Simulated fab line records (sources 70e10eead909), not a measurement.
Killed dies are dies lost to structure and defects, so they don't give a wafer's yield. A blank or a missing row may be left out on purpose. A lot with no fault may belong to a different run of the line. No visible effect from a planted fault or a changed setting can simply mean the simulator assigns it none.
Matching of chambers | flow nand_harc | NHARC_A_ONON_D1_DEP_33 on pecvd-02: 3 sister chambers
The step deposits SiO2, target thk 200 nm. 3 wafers are shown with their chamber, then 8 later ones without.

== WAFERS PAIRED WITH THEIR CHAMBERS ==
wafer  | chamber | heater_power_w (W)
L083.1 | 1       | 803
L083.6 | 0       | 508
L087.1 | 2       | 500

== WAFERS WITH NO CHAMBER GIVEN ==
wafer  | heater_power_w (W)
L087.4 | 444
L087.6 | 703
L086.1 | 817
L086.2 | 553
L086.5 | 415
L095.1 | 421
L095.3 | 599
L095.6 | 771

== EACH ONE'S CHAMBER ==
wafer  | from the rows above          | in truth
L087.4 | can't be placed: 2 or 0      | 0
L087.6 | can't be placed: 1 or 0 or 2 | 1
L086.1 | 1                            | 1
L086.2 | can't be placed: 0 or 2      | 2
L086.5 | can't be placed: 2 or 0      | 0
L095.1 | can't be placed: 2 or 0      | 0
L095.3 | can't be placed: 0 or 2 or 1 | 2
L095.6 | 1                            | 1
Correctly placed: 2 of 8. Unplaceable from these rows: 6, with the true chamber sitting among the candidates in 6. Number placed wrongly: 0.
How it was worked out, from the rows above alone: a wafer's distance from a chamber is the root of the sum, over the readings, of the square of ((its reading less the chamber's mean) divided by the reading's scatter). The wafer belongs to the nearest chamber; if the next one is less than 2 further off, it can't be placed. Each chamber's mean is taken over the wafers shown for it. The scatter (one wafer shown for each chamber): square how far every hidden wafer sits from the nearest shown wafer, average those squares and take the square root.
